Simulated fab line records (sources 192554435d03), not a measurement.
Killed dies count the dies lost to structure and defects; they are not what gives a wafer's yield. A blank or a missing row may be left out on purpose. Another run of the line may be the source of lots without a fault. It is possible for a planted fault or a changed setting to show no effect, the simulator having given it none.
fab line records	flow n5-finfet
record lots=14	wafers=41	last-day=17
route steps=1938 shown BEOL_M0@726 BEOL_M4@1111
lots that met no fault: from a run of the same line without faults
start-h: start of the lot's first displayed wafer, in hours after the record's first day	wait-h: hours from the lot's prior step to this one	" repeats the value in the row above	L1.1+2: several wafers, shown together as one row	- either no value or no given start	* or withheld: withheld	< > ~ a bound
route shown NAME@n: a module of which the file shows steps, and the number in the route of the first	usual: mean/standard deviation of fault-free wafers	same: alike in all rows	chamber/n: place in a boat	sites: readings site by site	_std_site: standard deviation of those values	_edge_site: outer sites' mean less inner sites'	radius-mm: how far each site lies from the wafer's centre	mask NAME#n: copy n	behind: the last tool/chamber to shape the wafer	hold: the reason the lot was held/the length of the hold in hours/how it ended	device: the transistor (n, p or np) that didn't switch	end of line: tests of these same wafers at the route's end	a step with no rows: only its recipe	killed: at the first sort, the dies lost to defects and structure; wafer yield is something else	map: a wafer's dies, marking killed ones x, the rest . and places with no die _
set.NAME: the setting that was run; set.NAME@STEP: the one run at that earlier step	model.NAME: the simulator's own value behind a step, which no gauge read
route steps across a sampled set of lots; one table per step, one row per wafer
services: from which hour (start-h, from the record's first day; less than 0 if before it) a tool's chamber was out of use, for how many hours, and why
## steps
# step N5_BEOL_M0_ETCH_109
# recipe chemistry=CH3F/O2	target-depth-a=80	overetch-a=24	target=SiCN	time-s=27.4	ion-energy-ev=120	pressure-mtorr=30	source-w=395	bias-w=75	Ar_flow_sccm=150	CH3F_flow_sccm=30	O2_flow_sccm=20
# usual drypump-motor-current-A=5.6/0.33	oes-product-au=0.69/0.077	rf-vpp-V=297.6/1.4	showerhead-plenum-p-Torr=2.01/0.059	throttle-valve-pct=16.17/0.16
lot.wafer	tool	chamber	start-h	wait-h	drypump-motor-current-A	oes-product-au	rf-hours-counter-h	rf-vpp-V	showerhead-plenum-p-Torr	throttle-valve-pct
L355.2	rie-diel-02	0	117.53	0.5	5.4	0.69	88	298.7	2.02	16.06
L355.3	"	3	"	"	5.5	0.78	25	298.2	1.97	16.31
L355.4	"	2	"	"	6.6	0.67	129	296.3	1.92	16.14
L357.1	rie-diel-05	1	125.98	0.0	5.4	0.57	239	296.7	1.97	16.56
L357.2	"	3	"	"	5.7	0.61	184	296.5	1.99	16.19
L357.4	"	2	"	"	5.8	0.61	175	297.6	2.07	15.96
L356.3	rie-diel-05	3	129.98	0.5	5.7	0.62	185	297.2	1.99	16.19
L356.4	"	0	"	"	5.5	0.77	-	300.9	2.10	16.01
L356.5	"	3	"	"	5.7	0.62	-	296.9	1.99	16.20
L358.1	rie-diel-05	1	134.39	0.4	5.4	0.59	244	297.3	1.96	16.57
L358.4	"	0	"	"	5.6	0.78	32	299.5	2.10	16.00
L358.6	"	0	"	"	5.6	0.76	-	300.1	2.10	16.01
L360.1	rie-diel-02	3	150.21	0.0	5.5	0.77	30	296.9	1.97	16.32
L360.2	"	0	"	"	5.4	0.69	103	298.7	2.02	16.10
L360.6	"	2	"	"	6.6	0.66	-	295.3	1.92	16.16
L362.2	rie-diel-02	3	158.55	0.0	5.5	0.76	35	295.6	1.97	16.32
L362.4	"	3	"	"	5.5	0.78	-	297.8	1.97	16.33
L362.5	"	2	"	"	6.6	0.65	-	295.2	1.91	16.17
L361.1	rie-diel-02	2	164.90	0.0	6.6	0.65	150	294.9	1.91	16.18
L361.2	"	3	"	"	5.5	0.78	37	296.6	1.97	16.33
L361.4	"	1	"	"	5.4	0.83	0	298.5	2.05	16.22
L363.4	rie-diel-05	2	166.67	0.3	5.8	0.61	-	298.0	2.07	15.99
L363.5	"	3	"	"	5.7	0.61	-	296.8	1.98	16.23
L363.6	"	0	"	"	5.6	0.74	-	299.3	2.10	16.05
L364.1	rie-diel-02	2	170.10	0.0	6.5	0.65	152	296.2	1.91	16.18
L364.2	"	1	"	"	5.4	0.80	2	297.2	2.05	16.24
L364.6	"	0	"	"	5.4	0.68	-	299.1	2.01	16.11
L366.1	rie-diel-05	1	186.02	0.0	5.4	0.83	0	296.0	1.96	16.11
L366.3	"	0	"	"	5.6	0.72	54	299.9	2.09	16.07
L366.5	"	0	"	"	5.6	0.74	-	300.0	2.09	16.06
L367.1	rie-diel-05	3	196.59	0.0	5.7	0.60	214	297.6	1.98	16.27
L367.2	"	2	"	"	5.8	0.59	202	297.5	2.06	16.02
L367.3	"	0	"	"	5.6	0.73	57	300.3	2.09	16.06
L368.1	rie-diel-05	3	203.92	0.0	5.7	0.60	217	296.0	1.98	16.26
L368.3	"	1	"	"	5.4	0.81	6	295.8	1.96	16.12
L373.2	rie-diel-02	1	221.46	0.0	5.4	0.76	19	298.1	2.04	16.27
L373.3	"	0	"	"	5.4	0.66	129	297.1	2.01	16.13
L373.4	"	3	"	"	5.5	0.74	56	297.0	1.96	16.37
L376.2	rie-diel-04	2	243.53	0.0	5.7	0.61	199	299.8	2.08	16.57
L376.3	"	3	"	"	5.0	0.74	58	299.6	2.12	16.08
L376.4	"	1	"	"	5.4	0.76	27	295.2	1.95	15.81
# step N5_BEOL_M0_PRE_CLEAN_113
# recipe gas=H2/He	time-s=30	temp-c=250
# usual heater-power-w=332/27	susceptor-temp-C=250.02/0.15
lot.wafer	tool	chamber	start-h	wait-h	heater-power-w	susceptor-temp-C
L355.2	pvd-sputter-03	-	119.32	0.0	396	250.35
L355.3	"	-	"	"	345	249.76
L355.4	"	-	"	"	324	250.10
L357.1	pvd-sputter-03	-	126.36	0.0	336	249.88
L357.2	"	-	"	"	316	250.20
L357.4	"	-	"	"	307	249.80
L356.3	pvd-sputter-02	-	130.83	0.0	305	250.20
L356.4	"	-	"	"	350	249.80
L356.5	"	-	"	"	315	250.18
L358.1	pvd-sputter-01	-	134.61	0.0	341	250.10
L358.4	"	-	"	"	340	250.11
L358.6	"	-	"	"	323	250.09
L360.1	pvd-sputter-03	-	151.20	0.0	305	249.93
L360.2	"	-	"	"	346	250.10
L360.6	"	-	"	"	393	250.21
L362.2	pvd-sputter-02	-	159.08	0.0	314	250.25
L362.4	"	-	"	"	312	250.00
L362.5	"	-	"	"	356	250.21
L361.1	pvd-sputter-02	-	165.30	0.0	305	250.09
L361.2	"	-	"	"	302	249.75
L361.4	"	-	"	"	314	250.37
L363.4	pvd-sputter-03	-	167.94	0.0	311	250.10
L363.5	"	-	"	"	337	250.32
L363.6	"	-	"	"	304	249.81
L364.1	pvd-sputter-03	-	170.82	0.0	341	249.93
L364.2	"	-	"	"	318	250.17
L364.6	"	-	"	"	387	249.88
L366.1	pvd-sputter-02	-	186.30	0.0	312	249.88
L366.3	"	-	"	"	332	249.96
L366.5	"	-	"	"	305	249.75
L367.1	pvd-sputter-03	-	197.21	0.0	310	249.96
L367.2	"	-	"	"	344	249.91
L367.3	"	-	"	"	317	249.77
L368.1	pvd-sputter-02	-	204.18	0.0	347	250.13
L368.3	"	-	"	"	301	249.85
L373.2	pvd-sputter-02	-	223.29	0.0	308	249.60
L373.3	"	-	"	"	329	250.06
L373.4	"	-	"	"	350	249.98
L376.2	pvd-sputter-03	-	243.91	0.0	341	249.92
L376.3	"	-	"	"	312	250.14
L376.4	"	-	"	"	398	249.94
# step N5_BEOL_M0_CVD_115
# recipe material=Co	target-thk-a=*	temp-c=withheld	precursor=CCTBA/H2	pressure-torr=30	time-s=120
# usual chamber-pressure-Torr=30.00/0.053	run-length-s=142.8/0.46
lot.wafer	tool	chamber	start-h	wait-h	chamber-pressure-Torr	run-length-s
L355.2	cvd-co-02	0	119.82	0.1	29.94	142.2
L355.3	"	2	"	"	29.98	143.3
L355.4	"	0	"	"	30.07	143.0
L357.1	cvd-co-02	2	127.20	0.3	29.98	143.4
L357.2	"	0	"	"	30.06	142.4
L357.4	"	0	"	"	30.07	142.7
L356.3	cvd-co-01	0	131.44	0.1	29.97	143.1
L356.4	"	0	"	"	29.98	142.7
L356.5	"	2	"	"	30.00	142.6
L358.1	cvd-co-01	1	135.38	0.3	30.06	142.7
L358.4	"	2	"	"	30.00	142.2
L358.6	"	0	"	"	30.03	143.8
L360.1	cvd-co-01	0	151.69	0.0	30.00	142.7
L360.2	"	2	"	"	30.01	142.6
L360.6	"	0	"	"	29.96	143.0
L362.2	cvd-co-01	2	159.48	0.1	29.91	142.4
L362.4	"	2	"	"	29.87	142.5
L362.5	"	1	"	"	29.99	142.8
L361.1	cvd-co-02	0	165.78	0.1	29.93	143.3
L361.2	"	1	"	"	30.00	142.1
L361.4	"	1	"	"	30.02	142.7
L363.4	cvd-co-02	0	168.57	0.1	30.04	142.6
L363.5	"	1	"	"	30.07	142.2
L363.6	"	2	"	"	30.00	144.2
L364.1	cvd-co-01	2	171.36	0.2	30.03	142.5
L364.2	"	1	"	"	30.00	142.6
L364.6	"	1	"	"	29.99	143.1
L366.1	cvd-co-02	2	186.70	0.1	29.89	143.2
L366.3	"	0	"	"	30.07	142.6
L366.5	"	1	"	"	30.03	142.1
L367.1	cvd-co-01	2	197.92	0.3	30.00	142.7
L367.2	"	1	"	"	29.98	142.6
L367.3	"	0	"	"	30.01	142.8
L368.1	cvd-co-01	0	204.52	0.0	29.93	99.8
L368.3	"	2	"	"	29.99	142.1
L373.2	cvd-co-01	1	224.06	0.2	29.99	99.1
L373.3	"	2	"	"	30.01	142.1
L373.4	"	2	"	"	30.01	142.4
L376.2	cvd-co-02	1	244.26	0.0	29.96	143.1
L376.3	"	2	"	"	30.01	143.2
L376.4	"	0	"	"	30.01	142.3
# step N5_BEOL_M0_CMP_120
# recipe stop-on=SiOC	t-overpolish-s=6.9	down-force-psi=1	platen-rpm=50	clearing-platen-down-force-psi=1.5	clearing-platen-rpm=50	post-cmp-clean=cu-alkaline	clearing-platen-pad-velocity-m-s=0.99484	pad-velocity-m-s=0.99484
# usual barrier-field-endpoint-s=3.59/0.13	edge-zone-pressure-frac=1.001/0.0052	motor-current-A=5.9/0.75	overpolish-run-s=6.900/0.0099	pad-life-wafers=1018/500	platen-rpm=50.00/0.032	slurry-flow-ml-min=150.0/0.48	time-to-endpoint-s=61/3.4
# same t-overpolish-s=6.9
lot.wafer	tool	chamber	start-h	wait-h	barrier-field-endpoint-s	edge-zone-pressure-frac	motor-current-A	overpolish-run-s	pad-life-wafers	platen-rpm	slurry-flow-ml-min	time-to-endpoint-s
L355.3	cmp-04	2	120.87	0.2	3.57	0.993	5.7	6.887	2046	50.00	150.1	59
L355.4	"	0	"	"	3.82	1.001	6.7	6.905	2048	50.02	149.9	60
L355.2	"	1	"	"	3.60	0.992	5.5	6.887	2049	50.00	150.3	61
L357.2	cmp-04	2	128.53	0.3	3.84	1.001	5.9	6.923	24	49.99	150.4	63
L357.4	"	0	"	"	3.80	1.002	6.4	6.895	26	49.99	149.2	63
L357.1	"	1	"	"	3.59	0.993	5.6	6.891	27	50.00	149.9	62
L356.3	cmp-04	3	133.12	0.7	3.42	0.995	5.8	6.902	84	50.01	150.4	55
L356.4	"	2	"	"	3.41	1.000	6.0	6.901	87	50.02	150.5	61
L356.5	"	0	"	"	3.35	1.005	6.9	6.892	-	49.98	150.0	61
L358.4	cmp-03	2	138.07	0.2	3.46	0.999	7.1	6.901	540	50.01	150.2	53
L358.1	"	0	"	"	3.65	1.002	6.6	6.900	542	49.94	149.5	62
L358.6	"	2	"	"	3.29	1.000	7.4	6.900	-	50.02	150.2	54
L360.2	cmp-02	2	152.92	0.3	3.37	1.003	5.6	6.912	1063	50.02	149.8	63
L360.1	"	3	"	"	3.50	1.005	5.4	6.910	1064	50.00	150.1	63
L360.6	"	2	"	"	3.59	0.998	5.2	6.900	-	50.01	149.9	60
L362.4	cmp-03	0	160.74	0.1	3.48	0.993	6.9	6.909	774	50.04	150.2	59
L362.2	"	3	"	"	3.47	0.992	4.6	6.900	777	49.96	149.9	61
L362.5	"	0	"	"	3.65	1.000	6.7	6.911	-	50.01	149.4	62
L361.2	cmp-03	1	167.84	0.2	3.69	0.997	5.5	6.911	853	49.96	149.8	63
L361.4	"	2	"	"	3.47	1.000	7.4	6.878	854	49.96	150.3	56
L361.1	"	3	"	"	3.77	0.996	4.7	6.897	855	50.02	150.3	60
L363.4	cmp-03	2	170.07	0.3	3.61	1.005	7.3	6.912	872	49.99	150.4	54
L363.6	"	0	"	"	3.70	1.008	6.6	6.889	-	50.01	150.3	59
L363.5	"	1	"	"	3.47	0.998	5.4	6.907	-	49.99	149.3	62
L364.1	cmp-04	2	179.10	2.2	3.80	1.006	6.0	6.896	528	50.00	150.6	62
L364.2	"	1	"	"	3.72	1.003	5.6	6.902	531	49.92	150.5	63
L364.6	"	2	"	"	3.70	0.993	5.9	6.895	-	50.02	150.4	62
L366.1	cmp-03	2	191.62	0.3	3.41	1.005	7.4	6.901	1057	49.93	149.2	56
L366.3	"	3	"	"	3.70	1.000	4.8	6.904	1058	50.05	150.3	59
L366.5	"	1	"	"	3.67	1.005	5.3	6.893	-	50.01	149.8	65
L367.3	cmp-03	3	202.13	0.2	3.40	0.998	4.9	6.913	1171	50.01	149.9	60
L367.1	"	0	"	"	3.55	0.997	6.2	6.896	1172	50.05	150.3	61
L367.2	"	1	"	"	3.66	1.002	5.4	6.902	1173	50.02	149.9	62
L368.3	cmp-03	1	210.14	0.2	3.69	1.012	5.7	6.904	1255	50.01	150.3	69
L368.1	"	3	"	"	3.63	0.995	4.6	6.910	1257	50.03	150.2	61
L373.3	cmp-04	2	225.04	0.2	3.67	1.004	5.7	6.905	780	50.03	150.2	63
L373.4	"	3	"	"	3.42	0.997	6.0	6.899	781	49.97	149.5	58
L373.2	"	1	"	"	3.68	0.998	5.3	6.903	783	49.99	150.3	61
L376.2	cmp-02	3	245.21	0.2	3.72	1.001	5.3	6.892	1608	49.98	149.8	66
L376.3	"	0	"	"	3.66	0.998	5.8	6.916	1609	50.02	150.9	63
L376.4	"	1	"	"	3.84	0.991	5.2	6.908	1610	49.97	150.5	62
# step N5_BEOL_M4_RC_MEAS_101
# usual DIBL_N=35.8/1.8	DIBL_P=35.9/2.2	IOFF_N=0.16/0.035	IOFF_P=0.21/0.04	ION_N=672/11	ION_P=461/7.4	SS_N=71.4/0.64	SS_P=73.2/0.67	VT_N=250/3.5	VT_P=-251/3.4
lot.wafer	tool	chamber	start-h	wait-h	DIBL_N[mV/V]	DIBL_P[mV/V]	IOFF_N[nA/um]	IOFF_P[nA/um]	ION_N[uA/um]	ION_P[uA/um]	SS_N[mV/dec]	SS_P[mV/dec]	VT_N[mV]	VT_P[mV]
L355.2	prober-02	0	163.66	0.2	35.0	34.4	0.15	0.16	664	450	71.5	73.0	250	-254
L355.3	"	0	"	"	35.8	36.3	0.17	0.19	691	467	72.1	73.8	248	-252
L355.4	"	0	"	"	35.0	35.2	0.15	0.17	671	459	72.0	72.7	248	-252
L357.1	prober-02	0	165.77	0.2	34.2	32.9	0.12	0.17	664	451	71.0	72.0	254	-254
L357.2	"	0	"	"	33.8	34.0	0.12	0.18	671	462	71.3	71.9	257	-255
L357.4	"	0	"	"	34.3	33.8	0.13	0.18	673	452	70.8	73.0	253	-252
L356.3	prober-01	0	183.41	0.3	34.9	36.2	0.17	0.23	675	468	71.4	74.0	247	-246
L356.4	"	0	"	"	32.9	34.3	0.14	0.20	669	463	71.4	72.7	250	-250
L356.5	"	0	"	"	34.9	36.9	0.17	0.25	677	476	71.0	72.8	245	-246
L358.1	prober-02	0	183.44	0.0	36.6	36.8	0.18	0.25	683	471	72.0	73.6	245	-246
L358.4	"	0	"	"	32.9	32.4	0.12	0.18	659	458	70.8	72.4	255	-251
L358.6	"	0	"	"	34.7	33.6	0.14	0.18	665	454	71.4	72.8	249	-250
L360.1	prober-01	0	200.51	0.0	35.9	37.2	0.16	0.21	671	464	72.0	73.4	250	-250
L360.2	"	0	"	"	35.0	35.8	0.14	0.20	669	459	71.6	72.8	252	-254
L360.6	"	0	"	"	36.8	37.1	0.17	0.21	675	464	71.9	73.3	250	-249
L362.2	prober-01	0	209.22	0.2	36.0	35.7	0.15	0.20	665	462	71.5	72.8	254	-250
L362.4	"	0	"	"	39.2	39.2	0.21	0.27	683	468	72.0	74.2	251	-248
L362.5	"	0	"	"	38.9	39.0	0.20	0.25	676	470	72.2	73.1	248	-250
L363.4	prober-02	0	214.06	0.5	36.3	36.0	0.15	0.18	663	455	71.7	73.6	251	-253
L363.5	"	0	"	"	38.0	39.9	0.19	0.26	677	462	71.8	74.1	249	-249
L363.6	"	0	"	"	36.0	36.2	0.15	0.19	667	458	71.1	73.6	249	-251
L361.1	prober-01	0	216.83	0.0	38.6	40.7	0.21	0.24	691	467	72.3	73.7	247	-250
L361.2	"	0	"	"	36.7	37.9	0.17	0.19	683	459	72.1	72.5	249	-251
L361.4	"	0	"	"	35.0	36.7	0.13	0.17	665	451	71.1	72.8	254	-255
L364.1	prober-01	0	218.52	0.0	37.6	38.2	0.20	0.24	682	460	72.5	74.0	248	-248
L364.2	"	0	"	"	34.9	34.9	0.14	0.19	667	458	71.6	72.9	252	-252
L364.6	"	0	"	"	38.6	38.6	0.20	0.25	682	465	72.4	73.3	247	-247
L366.1	prober-02	0	238.77	0.0	35.6	35.6	0.14	0.18	674	455	71.6	73.2	249	-251
L366.3	"	0	"	"	38.5	39.2	0.19	0.24	682	459	72.2	73.4	249	-249
L366.5	"	0	"	"	37.0	37.5	0.18	0.21	685	465	72.7	73.6	249	-250
L367.1	prober-02	0	251.04	0.0	39.1	39.8	0.23	0.27	690	472	72.2	73.6	244	-248
L367.2	"	0	"	"	34.3	33.5	0.12	0.17	665	457	70.7	73.1	254	-252
L367.3	"	0	"	"	34.8	35.5	0.14	0.20	667	463	70.3	72.8	252	-248
L368.1	prober-02	0	256.39	0.0	35.2	34.5	0.14	0.18	667	459	70.5	72.1	252	-250
L368.3	"	0	"	"	37.3	37.3	0.16	0.22	684	467	71.4	72.6	250	-250
L373.2	prober-01	0	280.65	0.2	37.3	36.3	0.18	0.21	672	458	72.0	73.2	248	-251
L373.3	"	0	"	"	37.0	35.8	0.16	0.20	682	464	70.6	73.4	249	-251
L373.4	"	0	"	"	32.9	31.6	0.11	0.15	661	456	70.9	72.5	252	-256
L376.2	prober-01	0	287.94	0.2	37.1	37.8	0.17	0.21	679	458	72.1	74.1	246	-251
L376.3	"	0	"	"	36.5	36.8	0.15	0.20	674	468	71.4	73.9	251	-255
L376.4	"	0	"	"	33.7	32.5	0.11	0.15	660	454	70.9	72.8	255	-255
## services
tool	chamber	start-h	hours	kind
cmp-04	-	97.16	2.1	repair
rie-diel-04	3	103.87	1.6	repair
cmp-02	-	104.95	47.1	repair
cmp-03	-	119.06	4.5	repair
cmp-04	-	122.84	4.0	pm
rie-diel-02	2	123.38	3.3	repair
rie-diel-02	3	124.20	18.9	repair
rie-diel-05	2	127.78	5.4	repair
cmp-03	-	129.43	6.3	repair
rie-diel-04	0	133.20	5.6	repair
rie-diel-05	1	153.82	-	clean
rie-diel-05	1	153.82	-	consumable-replace:focus-ring
rie-diel-05	1	153.82	20.4	scheduled-down
rie-diel-05	1	153.82	20.4	vent-cycle
cmp-04	-	155.45	0.7	repair
cmp-04	-	181.53	0.9	repair
cmp-02	-	185.54	19.4	pm
cmp-04	-	197.17	5.3	pm
cmp-03	-	204.80	1.4	repair
rie-diel-05	3	207.52	3.0	repair
cvd-co-01	-	215.00	1.1	repair
cmp-04	-	219.11	0.3	repair
cmp-02	-	235.24	0.5	repair
cmp-04	-	241.20	14.3	repair
## key
first-sign step=N5_BEOL_M0_CVD_115	reading=run-length-s	direction=down	sigmas=94	usual=*	struck=*
effect none on later readings
met-at N5_BEOL_M0_CVD_115
struck-lots L368,L373
struck-wafers L368.1,L373.2
sort-left-out L368.1,L373.2
not-acting-at N5_BEOL_M0_ETCH_109,N5_BEOL_M0_PRE_CLEAN_113,N5_BEOL_M0_CMP_120
onset-between 197.92 204.52
fault kind=process-parameter-drift	tool=cvd-co-01	chamber=-	onset-h=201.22	steps=N5_BEOL_M0_CVD_115	channel=time-s	offset=*	shape=step	end-h=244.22	scope=struck-wafers-only	acts-in=*	stated=*
# sort-left-out: the simulated sort isn't trusted on such a fault, so these wafers' sort isn't shown, and their yield isn't known
